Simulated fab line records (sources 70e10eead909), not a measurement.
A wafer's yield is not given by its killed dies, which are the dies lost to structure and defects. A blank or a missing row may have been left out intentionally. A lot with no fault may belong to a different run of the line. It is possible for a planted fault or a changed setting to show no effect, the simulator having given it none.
fab line records / flow nandHarc
record lots=13 wafers=38 lastDay=35
route steps=1302 shown A_CONTACT@1082 END@1302
lots that met no fault: taken from a fault-free run of the same line
startH: start of the lot's first displayed wafer, in hours after the record's first day / waitH: how many hours have passed since the lot's step before this one / " repeats the value in the row above / L1.1+2: a row that stands for several wafers / - no value, or no start was given / * or withheld: withheld / < > ~ a bound
route shown NAME@n: NAME is a module with steps in the file, n the number in the route of the first one / usual: mean and standard deviation over wafers with no fault / same: alike in all rows / chamber/n: place in a boat / sites: per-site readings / _std_site: their standard deviation / _edge_site: mean of outer sites minus mean of inner sites / radiusMm: how far each site lies from the wafer's centre / mask NAME#n: copy n / behind: tool/chamber where the wafer was last shaped / hold: reason for holding the lot/hours on hold/outcome of the hold / device: the transistor (n, p or np) that didn't switch / end of line: the tests these same wafers got at the end of their route / for a step that has no rows: nothing shown but its recipe / killed: count of dies lost to structure and defects at first sort (not the wafer's yield) / map: shows each die of a wafer: x if killed, . if not, _ if none is there
set.NAME: the setting that was run; set.NAME@STEP: the one run at that earlier step / model.NAME: the simulator's own value behind a step, which no gauge read
route steps across a sampled set of lots; one table per step, one row per wafer
services: a tool's chamber out of use, with start hour (startH, from the record's first day; less than 0 if before it), hours out, and reason
## steps
# step NHARC_A_CONTACT_ETCH_88
# recipe targetDepthA=390 overEtchFrac=0.3 timeS=65 ionEnergyEv=80 cf4FlowSccm=150 arFlowSccm=0 rfW=300 biasW=100 chemistry=CF4
# usual drypumpMotorCurrentA=5.8/0.5 oesProductAu=1.002/0.0072 rfVppV=151.0/1.2 showerheadPlenumPTorr=1.75/0.063 throttleValvePct=13.283/0.0093
# same timeS=65
lot.wafer=L417.3 tool=rieDiel-01 chamber=3 startH=517.13 waitH=0.1 drypumpMotorCurrentA=5.5 oesProductAu=0.994 rfHoursCounterH=22 rfVppV=148.6 showerheadPlenumPTorr=1.68 throttleValvePct=13.296
lot.wafer=L417.2 tool=rieDiel-01 chamber=0 startH=517.13 waitH=0.1 drypumpMotorCurrentA=6.5 oesProductAu=0.991 rfHoursCounterH=25 rfVppV=150.7 showerheadPlenumPTorr=1.76 throttleValvePct=13.280
lot.wafer=L417.6 tool=rieDiel-01 chamber=3 startH=517.13 waitH=0.1 drypumpMotorCurrentA=5.5 oesProductAu=0.994 rfHoursCounterH=- rfVppV=148.7 showerheadPlenumPTorr=1.68 throttleValvePct=13.261
lot.wafer=L418.4 tool=rieDiel-01 chamber=1 startH=527.68 waitH=0.1 drypumpMotorCurrentA=5.3 oesProductAu=1.008 rfHoursCounterH=28 rfVppV=151.8 showerheadPlenumPTorr=1.80 throttleValvePct=13.264
lot.wafer=L418.1 tool=rieDiel-01 chamber=2 startH=527.68 waitH=0.1 drypumpMotorCurrentA=5.8 oesProductAu=1.018 rfHoursCounterH=26 rfVppV=152.0 showerheadPlenumPTorr=1.83 throttleValvePct=13.292
lot.wafer=L418.5 tool=rieDiel-01 chamber=0 startH=527.68 waitH=0.1 drypumpMotorCurrentA=6.5 oesProductAu=1.001 rfHoursCounterH=- rfVppV=151.4 showerheadPlenumPTorr=1.76 throttleValvePct=13.301
lot.wafer=L420.3 tool=rieDiel-01 chamber=3 startH=535.36 waitH=0.1 drypumpMotorCurrentA=5.5 oesProductAu=1.009 rfHoursCounterH=28 rfVppV=149.6 showerheadPlenumPTorr=1.68 throttleValvePct=13.273
lot.wafer=L420.6 tool=rieDiel-01 chamber=0 startH=535.36 waitH=0.1 drypumpMotorCurrentA=6.5 oesProductAu=0.997 rfHoursCounterH=- rfVppV=151.0 showerheadPlenumPTorr=1.76 throttleValvePct=13.307
lot.wafer=L420.4 tool=rieDiel-01 chamber=1 startH=535.36 waitH=0.1 drypumpMotorCurrentA=5.3 oesProductAu=1.003 rfHoursCounterH=- rfVppV=151.4 showerheadPlenumPTorr=1.79 throttleValvePct=13.278
lot.wafer=L421.4 tool=rieDiel-01 chamber=3 startH=542.09 waitH=0.1 drypumpMotorCurrentA=5.5 oesProductAu=1.008 rfHoursCounterH=31 rfVppV=150.9 showerheadPlenumPTorr=1.68 throttleValvePct=13.274
lot.wafer=L421.1 tool=rieDiel-01 chamber=1 startH=542.09 waitH=0.1 drypumpMotorCurrentA=5.3 oesProductAu=1.011 rfHoursCounterH=34 rfVppV=150.8 showerheadPlenumPTorr=1.79 throttleValvePct=13.288
lot.wafer=L421.6 tool=rieDiel-01 chamber=3 startH=542.09 waitH=0.1 drypumpMotorCurrentA=5.5 oesProductAu=1.008 rfHoursCounterH=- rfVppV=149.6 showerheadPlenumPTorr=1.68 throttleValvePct=13.287
lot.wafer=L419.1 tool=rieDiel-07 chamber=1 startH=542.23 waitH=0.1 drypumpMotorCurrentA=5.7 oesProductAu=1.000 rfHoursCounterH=16 rfVppV=151.8 showerheadPlenumPTorr=1.72 throttleValvePct=13.284
lot.wafer=L419.4 tool=rieDiel-07 chamber=2 startH=542.23 waitH=0.1 drypumpMotorCurrentA=5.9 oesProductAu=0.981 rfHoursCounterH=18 rfVppV=150.9 showerheadPlenumPTorr=1.74 throttleValvePct=13.272
lot.wafer=L419.3 tool=rieDiel-07 chamber=0 startH=542.23 waitH=0.1 drypumpMotorCurrentA=6.5 oesProductAu=1.008 rfHoursCounterH=19 rfVppV=152.8 showerheadPlenumPTorr=1.85 throttleValvePct=13.279
lot.wafer=L428.3 tool=rieDiel-04 chamber=0 startH=617.02 waitH=0.1 drypumpMotorCurrentA=4.6 oesProductAu=1.011 rfHoursCounterH=26 rfVppV=152.2 showerheadPlenumPTorr=1.87 throttleValvePct=13.289
lot.wafer=L428.2 tool=rieDiel-04 chamber=1 startH=617.02 waitH=0.1 drypumpMotorCurrentA=4.9 oesProductAu=1.004 rfHoursCounterH=27 rfVppV=150.0 showerheadPlenumPTorr=1.64 throttleValvePct=13.277
lot.wafer=L428.6 tool=rieDiel-04 chamber=3 startH=617.02 waitH=0.1 drypumpMotorCurrentA=6.2 oesProductAu=0.997 rfHoursCounterH=- rfVppV=151.4 showerheadPlenumPTorr=1.78 throttleValvePct=13.269
lot.wafer=L430.4 tool=rieDiel-07 chamber=0 startH=640.26 waitH=0.1 drypumpMotorCurrentA=6.5 oesProductAu=0.995 rfHoursCounterH=46 rfVppV=151.6 showerheadPlenumPTorr=1.84 throttleValvePct=13.288
lot.wafer=L430.5 tool=rieDiel-07 chamber=0 startH=640.26 waitH=0.1 drypumpMotorCurrentA=6.5 oesProductAu=1.009 rfHoursCounterH=- rfVppV=150.7 showerheadPlenumPTorr=1.84 throttleValvePct=13.290
lot.wafer=L435.1 tool=rieDiel-01 chamber=2 startH=694.94 waitH=0.1 drypumpMotorCurrentA=5.9 oesProductAu=1.003 rfHoursCounterH=19 rfVppV=152.5 showerheadPlenumPTorr=1.82 throttleValvePct=13.278
lot.wafer=L435.3 tool=rieDiel-01 chamber=3 startH=694.94 waitH=0.1 drypumpMotorCurrentA=5.5 oesProductAu=1.002 rfHoursCounterH=22 rfVppV=149.4 showerheadPlenumPTorr=1.68 throttleValvePct=13.294
lot.wafer=L435.6 tool=rieDiel-01 chamber=3 startH=694.94 waitH=0.1 drypumpMotorCurrentA=5.5 oesProductAu=0.999 rfHoursCounterH=- rfVppV=149.1 showerheadPlenumPTorr=1.68 throttleValvePct=13.283
lot.wafer=L437.4 tool=rieDiel-01 chamber=0 startH=701.05 waitH=0.1 drypumpMotorCurrentA=6.5 oesProductAu=1.008 rfHoursCounterH=23 rfVppV=150.8 showerheadPlenumPTorr=1.75 throttleValvePct=13.300
lot.wafer=L437.6 tool=rieDiel-01 chamber=0 startH=701.05 waitH=0.1 drypumpMotorCurrentA=6.5 oesProductAu=1.007 rfHoursCounterH=- rfVppV=152.6 showerheadPlenumPTorr=1.75 throttleValvePct=13.287
lot.wafer=L437.5 tool=rieDiel-01 chamber=1 startH=701.05 waitH=0.1 drypumpMotorCurrentA=5.3 oesProductAu=1.003 rfHoursCounterH=- rfVppV=150.5 showerheadPlenumPTorr=1.79 throttleValvePct=13.276
lot.wafer=L436.3 tool=rieDiel-07 chamber=3 startH=702.76 waitH=0.1 drypumpMotorCurrentA=6.1 oesProductAu=1.003 rfHoursCounterH=16 rfVppV=151.2 showerheadPlenumPTorr=1.68 throttleValvePct=13.280
lot.wafer=L436.5 tool=rieDiel-07 chamber=3 startH=702.76 waitH=0.1 drypumpMotorCurrentA=6.1 oesProductAu=0.999 rfHoursCounterH=- rfVppV=150.3 showerheadPlenumPTorr=1.68 throttleValvePct=13.285
lot.wafer=L436.6 tool=rieDiel-07 chamber=2 startH=702.76 waitH=0.1 drypumpMotorCurrentA=5.9 oesProductAu=0.995 rfHoursCounterH=- rfVppV=152.3 showerheadPlenumPTorr=1.73 throttleValvePct=13.295
lot.wafer=L439.2 tool=rieDiel-01 chamber=2 startH=725.95 waitH=0.1 drypumpMotorCurrentA=5.8 oesProductAu=1.010 rfHoursCounterH=23 rfVppV=152.1 showerheadPlenumPTorr=1.82 throttleValvePct=13.276
lot.wafer=L439.3 tool=rieDiel-01 chamber=3 startH=725.95 waitH=0.1 drypumpMotorCurrentA=5.5 oesProductAu=1.009 rfHoursCounterH=25 rfVppV=150.2 showerheadPlenumPTorr=1.68 throttleValvePct=13.297
lot.wafer=L439.1 tool=rieDiel-01 chamber=0 startH=725.95 waitH=0.1 drypumpMotorCurrentA=6.5 oesProductAu=1.008 rfHoursCounterH=24 rfVppV=150.0 showerheadPlenumPTorr=1.75 throttleValvePct=13.274
lot.wafer=L438.2 tool=rieDiel-04 chamber=1 startH=753.64 waitH=0.1 drypumpMotorCurrentA=4.9 oesProductAu=1.005 rfHoursCounterH=14 rfVppV=153.4 showerheadPlenumPTorr=1.90 throttleValvePct=13.289
lot.wafer=L438.1 tool=rieDiel-04 chamber=3 startH=753.64 waitH=0.1 drypumpMotorCurrentA=6.2 oesProductAu=0.995 rfHoursCounterH=10 rfVppV=151.8 showerheadPlenumPTorr=1.77 throttleValvePct=13.297
lot.wafer=L438.5 tool=rieDiel-04 chamber=2 startH=753.64 waitH=0.1 drypumpMotorCurrentA=5.7 oesProductAu=1.002 rfHoursCounterH=- rfVppV=149.4 showerheadPlenumPTorr=1.70 throttleValvePct=13.282
lot.wafer=L440.3 tool=rieDiel-07 chamber=1 startH=765.77 waitH=0.1 drypumpMotorCurrentA=5.7 oesProductAu=1.004 rfHoursCounterH=36 rfVppV=150.7 showerheadPlenumPTorr=1.70 throttleValvePct=13.295
lot.wafer=L440.2 tool=rieDiel-07 chamber=2 startH=765.77 waitH=0.1 drypumpMotorCurrentA=5.9 oesProductAu=0.991 rfHoursCounterH=38 rfVppV=150.3 showerheadPlenumPTorr=1.72 throttleValvePct=13.294
lot.wafer=L440.5 tool=rieDiel-07 chamber=2 startH=765.77 waitH=0.1 drypumpMotorCurrentA=5.8 oesProductAu=0.980 rfHoursCounterH=- rfVppV=151.6 showerheadPlenumPTorr=1.72 throttleValvePct=13.279
# step NHARC_A_CONTACT_ETCH_134
# recipe sourceW=withheld pressureMtorr=20 biasV=withheld timeS=140 targetDepthA=7000 arFlowSccm=withheld c4f8FlowSccm=withheld o2FlowSccm=withheld chemistry=C4F8/O2/Ar
# same timeS=140
lot.wafer=L417.2 tool=harCapEtch-03 chamber=0 startH=518.17 waitH=- rfHoursCounterH=48
lot.wafer=L417.3 tool=harCapEtch-03 chamber=1 startH=518.17 waitH=- rfHoursCounterH=-
lot.wafer=L417.6 tool=harCapEtch-03 chamber=1 startH=518.17 waitH=- rfHoursCounterH=-
lot.wafer=L418.1 tool=harCapEtch-03 chamber=0 startH=528.75 waitH=- rfHoursCounterH=51
lot.wafer=L418.4 tool=harCapEtch-03 chamber=0 startH=528.75 waitH=- rfHoursCounterH=-
lot.wafer=L418.5 tool=harCapEtch-03 chamber=0 startH=528.75 waitH=- rfHoursCounterH=-
lot.wafer=L420.4 tool=harCapEtch-02 chamber=1 startH=536.73 waitH=- rfHoursCounterH=-
lot.wafer=L420.3 tool=harCapEtch-02 chamber=0 startH=536.73 waitH=- rfHoursCounterH=-
lot.wafer=L420.6 tool=harCapEtch-02 chamber=1 startH=536.73 waitH=- rfHoursCounterH=-
lot.wafer=L421.1 tool=harCapEtch-03 chamber=1 startH=543.17 waitH=- rfHoursCounterH=54
lot.wafer=L421.4 tool=harCapEtch-03 chamber=0 startH=543.17 waitH=- rfHoursCounterH=-
lot.wafer=L421.6 tool=harCapEtch-03 chamber=1 startH=543.17 waitH=- rfHoursCounterH=-
lot.wafer=L419.1 tool=harCapEtch-02 chamber=1 startH=543.28 waitH=- rfHoursCounterH=92
lot.wafer=L419.3 tool=harCapEtch-02 chamber=1 startH=543.28 waitH=- rfHoursCounterH=-
lot.wafer=L419.4 tool=harCapEtch-02 chamber=0 startH=543.28 waitH=- rfHoursCounterH=-
lot.wafer=L428.2 tool=harCapEtch-01 chamber=0 startH=618.09 waitH=- rfHoursCounterH=22
lot.wafer=L428.3 tool=harCapEtch-01 chamber=1 startH=618.09 waitH=- rfHoursCounterH=-
lot.wafer=L428.6 tool=harCapEtch-01 chamber=0 startH=618.09 waitH=- rfHoursCounterH=-
lot.wafer=L430.4 tool=harCapEtch-02 chamber=0 startH=641.42 waitH=- rfHoursCounterH=-
lot.wafer=L430.5 tool=harCapEtch-02 chamber=1 startH=641.42 waitH=- rfHoursCounterH=-
lot.wafer=L435.1 tool=harCapEtch-01 chamber=0 startH=696.12 waitH=- rfHoursCounterH=36
lot.wafer=L435.3 tool=harCapEtch-01 chamber=0 startH=696.12 waitH=- rfHoursCounterH=-
lot.wafer=L435.6 tool=harCapEtch-01 chamber=1 startH=696.12 waitH=- rfHoursCounterH=-
lot.wafer=L437.4 tool=harCapEtch-03 chamber=0 startH=702.16 waitH=- rfHoursCounterH=-
lot.wafer=L437.5 tool=harCapEtch-03 chamber=0 startH=702.16 waitH=- rfHoursCounterH=-
lot.wafer=L437.6 tool=harCapEtch-03 chamber=1 startH=702.16 waitH=- rfHoursCounterH=-
lot.wafer=L436.3 tool=harCapEtch-02 chamber=1 startH=704.06 waitH=- rfHoursCounterH=-
lot.wafer=L436.6 tool=harCapEtch-02 chamber=1 startH=704.06 waitH=- rfHoursCounterH=-
lot.wafer=L436.5 tool=harCapEtch-02 chamber=0 startH=704.06 waitH=- rfHoursCounterH=-
lot.wafer=L439.2 tool=harCapEtch-02 chamber=0 startH=726.99 waitH=- rfHoursCounterH=120
lot.wafer=L439.1 tool=harCapEtch-02 chamber=1 startH=726.99 waitH=- rfHoursCounterH=120
lot.wafer=L439.3 tool=harCapEtch-02 chamber=0 startH=726.99 waitH=- rfHoursCounterH=-
lot.wafer=L438.2 tool=harCapEtch-03 chamber=0 startH=754.67 waitH=- rfHoursCounterH=87
lot.wafer=L438.1 tool=harCapEtch-03 chamber=1 startH=754.67 waitH=- rfHoursCounterH=87
lot.wafer=L438.5 tool=harCapEtch-03 chamber=0 startH=754.67 waitH=- rfHoursCounterH=-
lot.wafer=L440.2 tool=harCapEtch-03 chamber=0 startH=767.64 waitH=- rfHoursCounterH=92
lot.wafer=L440.3 tool=harCapEtch-03 chamber=1 startH=767.64 waitH=- rfHoursCounterH=-
lot.wafer=L440.5 tool=harCapEtch-03 chamber=0 startH=767.64 waitH=- rfHoursCounterH=-
# step NHARC_A_CONTACT_ETCH_135
# recipe sourceW=withheld pressureMtorr=20 biasV=1200 timeS=311 targetDepthA=19120 arFlowSccm=withheld c4f8FlowSccm=withheld o2FlowSccm=withheld chemistry=C4F8/O2/Ar
# same timeS=311
lot.wafer=L417.2 tool=harCapEtch-03 chamber=0 startH=518.38 waitH=0.2 rfHoursCounterH=48
lot.wafer=L417.3 tool=harCapEtch-03 chamber=1 startH=518.38 waitH=0.2 rfHoursCounterH=-
lot.wafer=L417.6 tool=harCapEtch-03 chamber=1 startH=518.38 waitH=0.2 rfHoursCounterH=-
lot.wafer=L418.1 tool=harCapEtch-03 chamber=0 startH=528.96 waitH=0.2 rfHoursCounterH=51
lot.wafer=L418.4 tool=harCapEtch-03 chamber=0 startH=528.96 waitH=0.2 rfHoursCounterH=-
lot.wafer=L418.5 tool=harCapEtch-03 chamber=0 startH=528.96 waitH=0.2 rfHoursCounterH=-
lot.wafer=L420.4 tool=harCapEtch-02 chamber=1 startH=536.95 waitH=0.2 rfHoursCounterH=-
lot.wafer=L420.3 tool=harCapEtch-02 chamber=0 startH=536.95 waitH=0.2 rfHoursCounterH=-
lot.wafer=L420.6 tool=harCapEtch-02 chamber=1 startH=536.95 waitH=0.2 rfHoursCounterH=-
lot.wafer=L421.1 tool=harCapEtch-03 chamber=1 startH=543.45 waitH=0.2 rfHoursCounterH=54
lot.wafer=L421.4 tool=harCapEtch-03 chamber=0 startH=543.45 waitH=0.2 rfHoursCounterH=-
lot.wafer=L421.6 tool=harCapEtch-03 chamber=1 startH=543.45 waitH=0.2 rfHoursCounterH=-
lot.wafer=L419.1 tool=harCapEtch-02 chamber=1 startH=543.48 waitH=0.2 rfHoursCounterH=92
lot.wafer=L419.3 tool=harCapEtch-02 chamber=1 startH=543.48 waitH=0.2 rfHoursCounterH=-
lot.wafer=L419.4 tool=harCapEtch-02 chamber=0 startH=543.48 waitH=0.2 rfHoursCounterH=-
lot.wafer=L428.2 tool=harCapEtch-01 chamber=0 startH=618.30 waitH=0.2 rfHoursCounterH=22
lot.wafer=L428.3 tool=harCapEtch-01 chamber=1 startH=618.30 waitH=0.2 rfHoursCounterH=-
lot.wafer=L428.6 tool=harCapEtch-01 chamber=0 startH=618.30 waitH=0.2 rfHoursCounterH=-
lot.wafer=L430.4 tool=harCapEtch-02 chamber=0 startH=641.65 waitH=0.2 rfHoursCounterH=-
lot.wafer=L430.5 tool=harCapEtch-02 chamber=1 startH=641.65 waitH=0.2 rfHoursCounterH=-
lot.wafer=L435.1 tool=harCapEtch-01 chamber=0 startH=696.34 waitH=0.2 rfHoursCounterH=36
lot.wafer=L435.3 tool=harCapEtch-01 chamber=0 startH=696.34 waitH=0.2 rfHoursCounterH=-
lot.wafer=L435.6 tool=harCapEtch-01 chamber=1 startH=696.34 waitH=0.2 rfHoursCounterH=-
lot.wafer=L437.4 tool=harCapEtch-03 chamber=0 startH=702.38 waitH=0.2 rfHoursCounterH=-
lot.wafer=L437.5 tool=harCapEtch-03 chamber=0 startH=702.38 waitH=0.2 rfHoursCounterH=-
lot.wafer=L437.6 tool=harCapEtch-03 chamber=1 startH=702.38 waitH=0.2 rfHoursCounterH=-
lot.wafer=L436.3 tool=harCapEtch-02 chamber=1 startH=704.28 waitH=0.2 rfHoursCounterH=-
lot.wafer=L436.6 tool=harCapEtch-02 chamber=1 startH=704.28 waitH=0.2 rfHoursCounterH=-
lot.wafer=L436.5 tool=harCapEtch-02 chamber=0 startH=704.28 waitH=0.2 rfHoursCounterH=-
lot.wafer=L439.2 tool=harCapEtch-02 chamber=0 startH=727.19 waitH=0.2 rfHoursCounterH=120
lot.wafer=L439.1 tool=harCapEtch-02 chamber=1 startH=727.19 waitH=0.2 rfHoursCounterH=120
lot.wafer=L439.3 tool=harCapEtch-02 chamber=0 startH=727.19 waitH=0.2 rfHoursCounterH=-
lot.wafer=L438.2 tool=harCapEtch-03 chamber=0 startH=754.88 waitH=0.2 rfHoursCounterH=87
lot.wafer=L438.1 tool=harCapEtch-03 chamber=1 startH=754.88 waitH=0.2 rfHoursCounterH=87
lot.wafer=L438.5 tool=harCapEtch-03 chamber=0 startH=754.88 waitH=0.2 rfHoursCounterH=-
lot.wafer=L440.2 tool=harCapEtch-03 chamber=0 startH=767.84 waitH=0.2 rfHoursCounterH=92
lot.wafer=L440.3 tool=harCapEtch-03 chamber=1 startH=767.84 waitH=0.2 rfHoursCounterH=-
lot.wafer=L440.5 tool=harCapEtch-03 chamber=0 startH=767.84 waitH=0.2 rfHoursCounterH=-
# step NHARC_A_CONTACT_ALD_18
# recipe targetThkA=30 pulseTimeS=1 aldCycles=150 tempC=450 material=TiN
# usual aldCycles=150/0 heaterPowerW=1135/120 precursorPulseHeightRel=1.000/0.02
# same pulseTimeS=1
lot.wafer=L417.3 tool=aldMetal-02 chamber=1 startH=521.24 waitH=- aldCycles=150 heaterPowerW=1045 precursorPulseHeightRel=0.999 sinceWetCleanH=79
lot.wafer=L417.2 tool=aldMetal-02 chamber=2 startH=521.24 waitH=- aldCycles=150 heaterPowerW=980 precursorPulseHeightRel=1.016 sinceWetCleanH=79
lot.wafer=L417.6 tool=aldMetal-02 chamber=3 startH=521.24 waitH=- aldCycles=150 heaterPowerW=1274 precursorPulseHeightRel=0.980 sinceWetCleanH=-
lot.wafer=L418.4 tool=aldMetal-03 chamber=2 startH=531.75 waitH=- aldCycles=150 heaterPowerW=1373 precursorPulseHeightRel=1.002 sinceWetCleanH=132
lot.wafer=L418.1 tool=aldMetal-03 chamber=1 startH=531.75 waitH=- aldCycles=150 heaterPowerW=1104 precursorPulseHeightRel=0.985 sinceWetCleanH=132
lot.wafer=L418.5 tool=aldMetal-03 chamber=3 startH=531.75 waitH=- aldCycles=150 heaterPowerW=967 precursorPulseHeightRel=0.997 sinceWetCleanH=-
lot.wafer=L420.4 tool=aldMetal-03 chamber=2 startH=541.08 waitH=- aldCycles=150 heaterPowerW=1346 precursorPulseHeightRel=0.997 sinceWetCleanH=141
lot.wafer=L420.3 tool=aldMetal-03 chamber=3 startH=541.08 waitH=- aldCycles=150 heaterPowerW=1010 precursorPulseHeightRel=0.993 sinceWetCleanH=141
lot.wafer=L420.6 tool=aldMetal-03 chamber=1 startH=541.08 waitH=- aldCycles=150 heaterPowerW=1067 precursorPulseHeightRel=0.996 sinceWetCleanH=-
lot.wafer=L419.4 tool=aldMetal-04 chamber=0 startH=546.29 waitH=- aldCycles=150 heaterPowerW=1177 precursorPulseHeightRel=1.008 sinceWetCleanH=62
lot.wafer=L419.3 tool=aldMetal-04 chamber=2 startH=546.29 waitH=- aldCycles=150 heaterPowerW=1063 precursorPulseHeightRel=0.999 sinceWetCleanH=62
lot.wafer=L419.1 tool=aldMetal-04 chamber=3 startH=546.29 waitH=- aldCycles=150 heaterPowerW=1102 precursorPulseHeightRel=0.988 sinceWetCleanH=62
lot.wafer=L421.4 tool=aldMetal-02 chamber=1 startH=546.67 waitH=- aldCycles=150 heaterPowerW=1051 precursorPulseHeightRel=0.995 sinceWetCleanH=105
lot.wafer=L421.1 tool=aldMetal-02 chamber=3 startH=546.67 waitH=- aldCycles=150 heaterPowerW=1258 precursorPulseHeightRel=1.001 sinceWetCleanH=105
lot.wafer=L421.6 tool=aldMetal-02 chamber=0 startH=546.67 waitH=- aldCycles=150 heaterPowerW=1193 precursorPulseHeightRel=1.015 sinceWetCleanH=-
lot.wafer=L428.3 tool=aldMetal-03 chamber=2 startH=621.25 waitH=- aldCycles=150 heaterPowerW=1337 precursorPulseHeightRel=0.969 sinceWetCleanH=43
lot.wafer=L428.2 tool=aldMetal-03 chamber=0 startH=621.25 waitH=- aldCycles=150 heaterPowerW=1027 precursorPulseHeightRel=1.006 sinceWetCleanH=43
lot.wafer=L428.6 tool=aldMetal-03 chamber=2 startH=621.25 waitH=- aldCycles=143 heaterPowerW=1359 precursorPulseHeightRel=1.032 sinceWetCleanH=-
lot.wafer=L430.4 tool=aldMetal-03 chamber=0 startH=644.33 waitH=- aldCycles=150 heaterPowerW=1002 precursorPulseHeightRel=1.036 sinceWetCleanH=66
lot.wafer=L430.5 tool=aldMetal-03 chamber=1 startH=644.33 waitH=- aldCycles=143 heaterPowerW=1176 precursorPulseHeightRel=1.022 sinceWetCleanH=-
lot.wafer=L435.3 tool=aldMetal-03 chamber=3 startH=699.11 waitH=- aldCycles=150 heaterPowerW=1056 precursorPulseHeightRel=1.009 sinceWetCleanH=121
lot.wafer=L435.1 tool=aldMetal-03 chamber=1 startH=699.11 waitH=- aldCycles=150 heaterPowerW=1172 precursorPulseHeightRel=1.017 sinceWetCleanH=121
lot.wafer=L435.6 tool=aldMetal-03 chamber=3 startH=699.11 waitH=- aldCycles=150 heaterPowerW=1025 precursorPulseHeightRel=0.958 sinceWetCleanH=-
lot.wafer=L437.4 tool=aldMetal-03 chamber=2 startH=705.60 waitH=- aldCycles=150 heaterPowerW=1327 precursorPulseHeightRel=1.000 sinceWetCleanH=128
lot.wafer=L437.6 tool=aldMetal-03 chamber=0 startH=705.60 waitH=- aldCycles=150 heaterPowerW=1047 precursorPulseHeightRel=0.999 sinceWetCleanH=-
lot.wafer=L437.5 tool=aldMetal-03 chamber=1 startH=705.60 waitH=- aldCycles=150 heaterPowerW=1127 precursorPulseHeightRel=1.000 sinceWetCleanH=-
lot.wafer=L436.3 tool=aldMetal-02 chamber=1 startH=707.12 waitH=- aldCycles=150 heaterPowerW=996 precursorPulseHeightRel=1.009 sinceWetCleanH=87
lot.wafer=L436.5 tool=aldMetal-02 chamber=3 startH=707.12 waitH=- aldCycles=150 heaterPowerW=1283 precursorPulseHeightRel=1.024 sinceWetCleanH=-
lot.wafer=L436.6 tool=aldMetal-02 chamber=0 startH=707.12 waitH=- aldCycles=150 heaterPowerW=1231 precursorPulseHeightRel=0.976 sinceWetCleanH=-
lot.wafer=L439.3 tool=aldMetal-03 chamber=2 startH=729.99 waitH=- aldCycles=150 heaterPowerW=1371 precursorPulseHeightRel=1.005 sinceWetCleanH=152
lot.wafer=L439.1 tool=aldMetal-03 chamber=3 startH=729.99 waitH=- aldCycles=150 heaterPowerW=1078 precursorPulseHeightRel=1.022 sinceWetCleanH=152
lot.wafer=L439.2 tool=aldMetal-03 chamber=1 startH=729.99 waitH=- aldCycles=150 heaterPowerW=1149 precursorPulseHeightRel=0.989 sinceWetCleanH=152
lot.wafer=L438.2 tool=aldMetal-04 chamber=3 startH=757.67 waitH=- aldCycles=150 heaterPowerW=1096 precursorPulseHeightRel=0.997 sinceWetCleanH=96
lot.wafer=L438.1 tool=aldMetal-04 chamber=1 startH=757.67 waitH=- aldCycles=150 heaterPowerW=999 precursorPulseHeightRel=1.008 sinceWetCleanH=96
lot.wafer=L438.5 tool=aldMetal-04 chamber=0 startH=757.67 waitH=- aldCycles=150 heaterPowerW=1209 precursorPulseHeightRel=0.976 sinceWetCleanH=-
lot.wafer=L440.3 tool=aldMetal-03 chamber=1 startH=770.72 waitH=- aldCycles=150 heaterPowerW=1092 precursorPulseHeightRel=1.005 sinceWetCleanH=15
lot.wafer=L440.2 tool=aldMetal-03 chamber=2 startH=770.72 waitH=- aldCycles=150 heaterPowerW=1328 precursorPulseHeightRel=1.001 sinceWetCleanH=15
lot.wafer=L440.5 tool=aldMetal-03 chamber=1 startH=770.72 waitH=- aldCycles=150 heaterPowerW=1124 precursorPulseHeightRel=1.021 sinceWetCleanH=-
# step NHARC_END_SORT_01
# recipe tempC=25
# usual killedAtArray=44/16 killedAtOther=0.6/1.1 killedAtPeriphery=3.9/2.6 killedDies=48/16 killedOpen=3.1/1.9 killedShort=2.4/1.8
# same grossDies=677
lot.wafer=L428.6 tool=prober-02 chamber=0 startH=671.87 waitH=4.0 killedAtArray=41 killedAtOther=2 killedAtPeriphery=3 killedDies=46 killedOpen=5 killedShort=0
# killed by level:class
L428.6 A_SLIT:chamberFilmFlake=15 A_CHANNEL_HOLE_D2:chamberFilmFlake=6 A_CONTACT:chamberFilmFlake=6 A_STAIRCASE:chamberFilmFlake=5 A_CHANNEL_HOLE_D1:chamberFilmFlake=3 P_ZERO_WELL:chamberFilmFlake=2 THIN_TSV:chamberFilmFlake=2 P_M0:geometricParticle:open=1
## services
tool=harCapEtch-01 chamber=- startH=497.00 hours=17.0 kind=pm
tool=rieDiel-04 chamber=- startH=532.41 hours=9.0 kind=pm
tool=aldMetal-03 chamber=- startH=547.24 hours=0.9 kind=repair
tool=rieDiel-07 chamber=- startH=550.42 hours=0.9 kind=repair
tool=rieDiel-01 chamber=- startH=558.11 hours=9.0 kind=pm
tool=rieDiel-07 chamber=0 startH=562.55 hours=12.0 kind=repair
tool=aldMetal-02 chamber=- startH=563.35 hours=0.4 kind=repair
tool=aldMetal-03 chamber=- startH=568.00 hours=10.0 kind=pm
tool=aldMetal-04 chamber=1 startH=586.15 hours=2.5 kind=repair
tool=aldMetal-04 chamber=3 startH=595.20 hours=6.2 kind=repair
tool=rieDiel-01 chamber=3 startH=601.55 hours=3.7 kind=repair
tool=rieDiel-01 chamber=1 startH=604.61 hours=18.3 kind=repair
tool=aldMetal-02 chamber=- startH=610.00 hours=10.0 kind=pm
tool=rieDiel-07 chamber=- startH=648.23 hours=9.0 kind=pm
tool=aldMetal-02 chamber=0 startH=670.10 hours=3.8 kind=repair
tool=aldMetal-02 chamber=0 startH=678.64 hours=11.4 kind=repair
tool=aldMetal-02 chamber=1 startH=728.20 hours=6.1 kind=repair
tool=rieDiel-01 chamber=- startH=735.11 hours=9.0 kind=pm
tool=aldMetal-03 chamber=- startH=746.00 hours=10.0 kind=pm
tool=aldMetal-02 chamber=2 startH=748.27 hours=13.8 kind=repair
tool=rieDiel-01 chamber=- startH=753.80 hours=0.9 kind=repair
tool=harCapEtch-02 chamber=- startH=755.60 hours=17.0 kind=pm
tool=rieDiel-07 chamber=0 startH=759.73 hours=21.2 kind=repair
tool=aldMetal-03 chamber=- startH=762.09 hours=1.2 kind=repair
## key
firstSign step=NHARC_A_CONTACT_ALD_18 reading=aldCycles direction=down sigmas=99+ usual=150 struck=143
effect none on later readings
metAt NHARC_A_CONTACT_ALD_18
struckLots L428,L430
struckWafers L428.6,L430.5
testerLeftOut L428,L430
notActingAt NHARC_A_CONTACT_ETCH_88,NHARC_A_CONTACT_ETCH_134,NHARC_A_CONTACT_ETCH_135
onsetBetween 541.08 621.25
fault kind=processParameterDrift tool=aldMetal-03 chamber=- onsetH=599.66 steps=NHARC_A_CONTACT_ALD_18 channel=aldCycles offset=-7 shape=step endH=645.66 scope=struckWafersOnly actsIn=theseRecipesOnly stated=150
# testerLeftOut: of these lots the tester's yield and bins aren't shown, on N5 and GAA mostly nor the transistor test; their killed dies are dies lost to structure and defects alone, not to doping, threshold or leakage, so they don't give the yield
